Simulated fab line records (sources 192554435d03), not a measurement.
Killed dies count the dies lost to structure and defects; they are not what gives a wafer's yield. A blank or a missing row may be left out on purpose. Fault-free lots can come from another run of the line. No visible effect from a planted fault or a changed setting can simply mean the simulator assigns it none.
A single fault, viewed from 3 desks	flow n5Finfet	only its own numbers are on each desk; what lay behind them is given at the end
Where a reading is given only as a bound, like >300, the bound stands for it, and a mean or a difference that rests on one is marked > or <: the true number lies beyond.

## THE DEFECT DESK
Counts from the inspections along the route, per lot, as means over the sampled wafers that have a number. The brackets show how far a lot's mean lies from the usual mean; more than 4 standard deviations puts the lot out of limits, marked OUT.
Columns: A = rawDefectCount at N5_DUMMY_GATE_INSPECT_27, usual 297; B = rawDefectCount at N5_SPACER0_INSPECT_04, usual 140; C = rawDefectCount at N5_SD_EPI_N_INSPECT_11, usual 2.3; D = rawDefectCount at N5_SD_EPI_N_INSPECT_26, usual 215
lot	first seen here	A	B	C	D
L922	day 3 18:26	281	133	2.3	209
L931	day 5 23:15	1116 (+12) OUT	878 (+26) OUT	>300 (+99 or more) OUT	930 (+19) OUT
L932	day 6 06:41	967 (+10) OUT	834 (+25) OUT	>300 (+99 or more) OUT	904 (+19) OUT
L934	day 6 17:37	324	161	3.7	239
L936	day 7 12:13	319	142	1.7	224
L940	day 8 07:13	346	153	1.7	211
L941	day 8 15:11	283	130	1.0	229
This desk finds L931, L932 out of limits, L931 being first, at day 5 23:15 (rawDefectCount at N5_DUMMY_GATE_INSPECT_27). In limits: L922, L934, L936, L940, L941.

## FOR THE TOOL OWNER'S DESK: rieSi-04
The tool's own readings at N5_DUMMY_GATE_TRIM_49 (chemistry O2, time 29 s, target cd 14 nm): means of the sampled wafers that have a number, for each lot that ran on this tool. The brackets show how far a lot's mean lies from the usual mean; more than 4 standard deviations puts the lot out of limits, marked OUT.
Columns: A = drypumpMotorCurrentA at N5_DUMMY_GATE_TRIM_49, usual 5.8 A; B = oesProductAu at N5_DUMMY_GATE_TRIM_49, usual 0.996 a.u.; C = throttleValvePct at N5_DUMMY_GATE_TRIM_49, usual 8.23 %
lot	first seen here	A	B	C
L922	day 3 17:30	6.0	0.984	8.12
L931	day 5 22:19	5.8	1.014	8.23
L932	day 6 05:40	5.8	0.993	8.16
This desk found nothing out of limits on any of the 3 lots.

## AT THE METROLOGY DESK
What the gauges read for every lot (on any tool): the sampled wafers with a number, averaged. The brackets show how far a lot's mean lies from the usual mean; more than 4 standard deviations puts the lot out of limits, marked OUT. 7 of its 11 readings are shown, namely those furthest out on some lot.
Columns: A = cdNm at N5_DUMMY_GATE_CD_MEAS_15, usual 24.97 nm; B = DIBL_N at N5_BEOL_M4_RC_MEAS_101, usual 36.3 mV/V; C = DIBL_P at N5_BEOL_M4_RC_MEAS_101, usual 36.7 mV/V; D = ION_P at N5_BEOL_M4_RC_MEAS_101, usual 461 uA/um; E = SS_N at N5_BEOL_M4_RC_MEAS_101, usual 71.6 mV/dec; F = VT_N at N5_BEOL_M4_RC_MEAS_101, usual 249.4 mV; G = VT_P at N5_BEOL_M4_RC_MEAS_101, usual -250.0 mV
lot	first seen here	A	B	C	D	E	F	G
L922	day 3 17:08	25.14	35.7	36.3	458	72.0	249.5	-251.6
L931	day 5 21:58	25.18	37.1	35.7	453	71.6	250.0	-251.0
L932	day 6 05:19	24.89	37.5	38.7	455	71.6	248.5	-251.8
L934	day 6 15:59	25.01	35.8	36.5	466	71.4	252.1	-247.1
L936	day 7 10:50	25.04	35.6	36.6	460	72.2	248.4	-251.7
L940	day 8 05:40	25.21	36.8	37.8	462	71.5	246.4	-248.6
L941	day 8 13:52	24.66	38.4	38.5	465	71.7	248.2	-250.1
This desk found nothing out of limits on any of the 7 lots.

## PUT TOGETHER
The defect desk could have raised an alarm at day 5 23:15, on L931, L932.
The tool owner's desk saw nothing out of limits.
At the metrology desk, nothing out of limits was observed.
The tool owner's desk has L931, L932 on record, within its limits.
The metrology desk has L931, L932 on record, within its limits.
Every lot named ran N5_DUMMY_GATE_TRIM_49 on rieSi-04.

## WHAT THE SIMULATOR HAD INSERTED
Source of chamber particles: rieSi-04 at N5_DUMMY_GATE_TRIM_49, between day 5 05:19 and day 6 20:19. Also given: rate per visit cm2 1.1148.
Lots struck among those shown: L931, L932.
Hours from the fault's start to each desk's first reading out of limits: the defect desk, 18.
